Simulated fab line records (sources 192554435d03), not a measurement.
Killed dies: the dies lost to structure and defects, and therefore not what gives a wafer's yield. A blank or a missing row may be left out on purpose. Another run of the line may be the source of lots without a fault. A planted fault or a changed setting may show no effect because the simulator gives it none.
Struck lot and sound lot, side by side || flow n5Finfet || 21 out of 1938 route steps
Sound: these wafers, L439.1, L439.5, L439.6. Wafers L432.1, L432.2, L432.3 were the ones struck. Last of all comes the cause.
For every step that has rows: the tool of each side, followed by ch and its chambers, followed by its first start. Under that, the readings that differ: sound wafers || struck wafers || difference of the means || sigmas: that difference in standard deviations of wafers without a fault.
alike: a reading whose means differ by less than 2 such deviations, as well as words and numbers matching on both sides. not compared: withheld readings; readings where some wafer has no value; bounds like >300 that might hide an equal value; numbers whose values overlap and for which the record gives no deviation.
A row with sigmas, a row that says differs or no value, or rows on one side alone: a step with any of these is where the two part. Numbers that have no deviation but don't overlap get no sigmas and don't part them. A reading missing from all wafers of one side parts the sides only when that side holds two or more wafers.

first, 10 steps without rows for these wafers: N5_BEOL_M8_DESCUM_16 (chemistry O2, time 7.9 s); N5_BEOL_M8_ETCH_61 (etches SiARC in CF4, target depth 45.5 nm, time 75.8 s); N5_BEOL_M8_ETCH_62 (etches SOC in N2/H2, target depth 110 nm, overetch 22 nm, time 165 s); N5_BEOL_M8_STRIP_68 (strips in N2/H2); N5_BEOL_M8_STRIP_67 (strips in CF4); N5_BEOL_M8_HM_OPEN_17 (chemistry Cl2/BCl3, target TiN, target depth 20 nm, overetch 6 nm); N5_BEOL_M8_STRIP_19 (strips in O2); N5_BEOL_M8_COAT_63 (time 60 s, resist thk 60 nm); N5_BEOL_M8_COAT_64 (time 60 s, resist thk 12 nm); N5_BEOL_M8_COAT_71 (time 60 s, resist thk 5 nm).
N5_BEOL_M8_COAT_22: resist thk 30 nm.
  sound on lithoTrack-02 ch 0, day 14 21:35; struck on lithoTrack-05 ch 0, day 13 09:56
{"reading": "spinSpeedRpm (rpm)", "sound": "1498.9 1500.7 1499.6", "struck": "1292.7 1294.0 1294.7", "difference": -205.9, "sigmas": "-99 or more"}
{"reading": "model.CAR-EUV_of_BEOL_M8_COAT_22.thkNm (nm)", "sound": "30.2 30.2 30", "struck": "32.2 32.4 32.4", "difference": "+2.2", "sigmas": ""}
then, 7 steps without rows for these wafers: N5_BEOL_M8_EBR_24; N5_BEOL_M8_SOFTBAKE_23 (time 60 s); N5_BEOL_M8_EXPOSE_25 (exposes mask V7, target cd 40 nm); N5_BEOL_M8_PEB_26 (peb time 60 s); N5_BEOL_M8_DEVELOP_27 (develop time 30 s); N5_BEOL_M8_DESCUM_33 (chemistry O2, time 7 s); N5_BEOL_M8_ETCH_72 (etches underlayer in N2/H2, target depth 6.5 nm, time 5.2 s).
N5_BEOL_M8_ETCH_65: etches SiARC in CF4, target depth 15.6 nm, time 26 s.
  sound on rieDiel-01 ch 1,2, day 14 22:12; struck on rieDiel-03 ch 0,1,2, day 13 10:22
{"reading": "model.CAR-EUV_of_BEOL_M8_COAT_22.thkNm (nm)", "sound": "11.4 11.2 11.4", "struck": "13.4 13.4 13.4", "difference": "+2.1", "sigmas": ""}
  alike: drypumpMotorCurrentA, etchRfOnTimeS, mfcArSccm, oesProductAu, rfFwdPowerW, rfVppV, showerheadPlenumPTorr, throttleValvePct
  not compared: rfHoursCounterH
then, 1 step without rows for these wafers: N5_BEOL_M8_ETCH_66 (etches SOC in N2/H2, target depth 80 nm, overetch 16 nm, time 120 s).
-- here the record skips 3 days between the struck wafers' starts before and after, leaving off in module BEOL_M8 and picking up in module PASSIVATION (first step shown: number 1936 of the route) --
N5_PASSIVATION_PROBE_49:
  only the struck wafers here have rows in the record (prober-02, day 16 00:30); the sound ones have none

## WHERE THEY PART
First at N5_BEOL_M8_COAT_22; last, within this record, at N5_PASSIVATION_PROBE_49.

WHY: whatever the simulator had introduced
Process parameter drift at N5_BEOL_M8_COAT_22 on lithoTrack-05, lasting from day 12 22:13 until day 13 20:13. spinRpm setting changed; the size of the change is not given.
